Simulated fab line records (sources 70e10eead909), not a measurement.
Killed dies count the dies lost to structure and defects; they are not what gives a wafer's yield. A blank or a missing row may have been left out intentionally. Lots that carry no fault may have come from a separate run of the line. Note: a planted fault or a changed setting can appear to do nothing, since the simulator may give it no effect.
Matching of chambers	flow nand-harc	4 sister chambers for NHARC_P_GATE_ETCH_104 on rie-diel-04
The step etches the open film in CF4/CHF3, target depth 60 nm. 22 wafers are shown with their chamber, then 11 later ones without.

WAFERS PAIRED WITH THEIR CHAMBERS
wafer	chamber	drypump-motor-current-A (A)	showerhead-plenum-p-Torr (Torr)	rf-vpp-V (V)
L081.1	3	6.6	1.65	373.6
L081.3	2	5.8	1.54	368.8
L081.6	2	5.8	1.54	369.8
L080.1	2	5.8	1.54	368.5
L080.3	0	4.8	1.50	367.8
L080.4	1	5.7	1.62	372.2
L084.4	0	4.8	1.49	367.9
L084.5	0	4.8	1.49	368.2
L084.6	3	6.6	1.65	373.9
L085.1	0	4.8	1.49	367.2
L085.4	3	6.6	1.65	373.7
L085.5	1	5.7	1.62	371.1
L088.1	2	5.8	1.53	368.3
L088.3	0	4.8	1.49	367.1
L088.5	3	6.5	1.65	373.2
L090.1	2	5.8	1.53	368.8
L090.3	0	4.8	1.49	366.7
L090.6	2	5.8	1.53	369.4
L091.4	0	4.8	1.49	368.2
L091.5	0	4.8	1.49	367.1
L091.6	1	5.7	1.62	373.1
L093.2	2	5.7	1.53	370.3

SIGNATURES (means of the wafers above)
reading	chamber 0	chamber 1	chamber 2	chamber 3	scatter within a chamber
drypump-motor-current-A	4.800	5.700	5.786	6.575	0.0299
showerhead-plenum-p-Torr	1.4912	1.6200	1.5343	1.6500	0.00379
rf-vpp-V	367.525	372.133	369.129	373.600	0.656
Rule: distance of a wafer from a chamber = root of the sum over the readings of ((wafer's reading minus chamber's mean) / reading's scatter) squared. If the next closest chamber is less than 2 further off than the closest, the wafer can't be placed; otherwise it belongs to the closest. The scatter is the square root of a quotient: the sum, over the shown wafers, of each reading's squared deviation from its chamber's mean, divided by wafers minus chambers.

WAFERS MISSING THEIR CHAMBER
wafer	drypump-motor-current-A (A)	showerhead-plenum-p-Torr (Torr)	rf-vpp-V (V)
L093.3	4.8	1.49	370.6
L093.6	5.7	1.53	370.7
L094.2	5.8	1.53	368.9
L094.4	5.7	1.62	371.8
L094.5	4.8	1.49	367.4
L095.3	5.8	1.53	367.6
L095.5	5.7	1.53	368.8
L095.6	5.7	1.62	372.0
L097.3	4.8	1.49	368.5
L097.4	5.7	1.62	372.3
L097.6	5.7	1.62	373.4

EACH ONE'S CHAMBER
wafer	from the rows above	in truth
L093.3	0	0
L093.6	2	2
L094.2	2	2
L094.4	1	1
L094.5	0	0
L095.3	2	2
L095.5	2	2
L095.6	1	1
L097.3	0	0
L097.4	1	1
L097.6	1	1
11 of 11 placed correctly. Can't be placed from these rows: 0. Number placed wrongly: 0.
